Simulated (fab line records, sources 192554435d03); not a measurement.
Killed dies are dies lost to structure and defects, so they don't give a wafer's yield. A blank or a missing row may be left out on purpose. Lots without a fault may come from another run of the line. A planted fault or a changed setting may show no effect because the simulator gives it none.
One fault seen from 3 desks | flow n5_finfet | each desk has only its own numbers; what lay behind them comes last

THE METROLOGY DESK
What the gauges read, lot by lot, whatever tool the lot ran on: means of the sampled wafers that have a number. A lot is out of limits, marked OUT, if its mean lies more than 4 standard deviations from the usual mean; the brackets give that distance.
Columns: A = cd_nm at N5_BEOL_M5_CD_MEAS_11, usual 28.03 nm; B = M5_OVL at N5_BEOL_M5_OVL_MEAS_12, usual -0.3 nm
lot  | first seen here | A     | B
L152 | day 10 09:03    | 27.83 | 0.0
L150 | day 10 09:15    | 27.92 | 0.1
L161 | day 12 13:41    | 27.91 | -0.4
L162 | day 12 17:19    | 28.09 | -0.8
L168 | day 14 05:22    | 28.26 | -1.0
L169 | day 14 08:44    | 28.05 | -0.8
This desk's finding: nothing out of limits on any of the 6 lots.

THE TOOL OWNER'S DESK: rie_diel-06
The tool's own readings at N5_BEOL_M5_STRIP_64 (strips in CF4): means of the sampled wafers that have a number, for each lot that ran on this tool. A lot is out of limits, marked OUT, if its mean lies more than 4 standard deviations from the usual mean; the brackets give that distance.
Columns: A = bias_power_w at N5_BEOL_M5_STRIP_64, usual 74.98 W; B = cf4_flow_sccm at N5_BEOL_M5_STRIP_64, usual 150.0 sccm; C = drypump_motor_current_A at N5_BEOL_M5_STRIP_64, usual 5.7 A; D = oes_product_au at N5_BEOL_M5_STRIP_64, usual 0.79 a.u.; E = rf_vpp_V at N5_BEOL_M5_STRIP_64, usual 271.0 V; F = showerhead_plenum_p_Torr at N5_BEOL_M5_STRIP_64, usual 1.79 Torr; G = throttle_valve_pct at N5_BEOL_M5_STRIP_64, usual 13.53 %
lot  | first seen here | A     | B     | C   | D    | E     | F    | G
L168 | day 14 05:42    | 74.80 | 150.4 | 5.5 | 0.74 | 270.9 | 1.76 | 13.78
This desk's finding: nothing out of limits on the one lot.

THE DEFECT DESK
What the inspections along the route counted, lot by lot: means of the sampled wafers that have a number. A lot is out of limits, marked OUT, if its mean lies more than 4 standard deviations from the usual mean; the brackets give that distance.
Columns: A = raw_defect_count at N5_BEOL_M5_INSPECT_13, usual 387
lot  | first seen here | A
L152 | day 10 09:09    | 446
L150 | day 10 09:20    | 332
L161 | day 12 13:46    | 338
L162 | day 12 17:24    | 373
L168 | day 14 05:28    | 366
L169 | day 14 08:50    | 310
This desk's finding: nothing out of limits on any of the 6 lots.

PUT TOGETHER
The metrology desk saw nothing out of limits.
The tool owner's desk saw nothing out of limits.
The defect desk saw nothing out of limits.

WHAT THE SIMULATOR HAD PUT IN
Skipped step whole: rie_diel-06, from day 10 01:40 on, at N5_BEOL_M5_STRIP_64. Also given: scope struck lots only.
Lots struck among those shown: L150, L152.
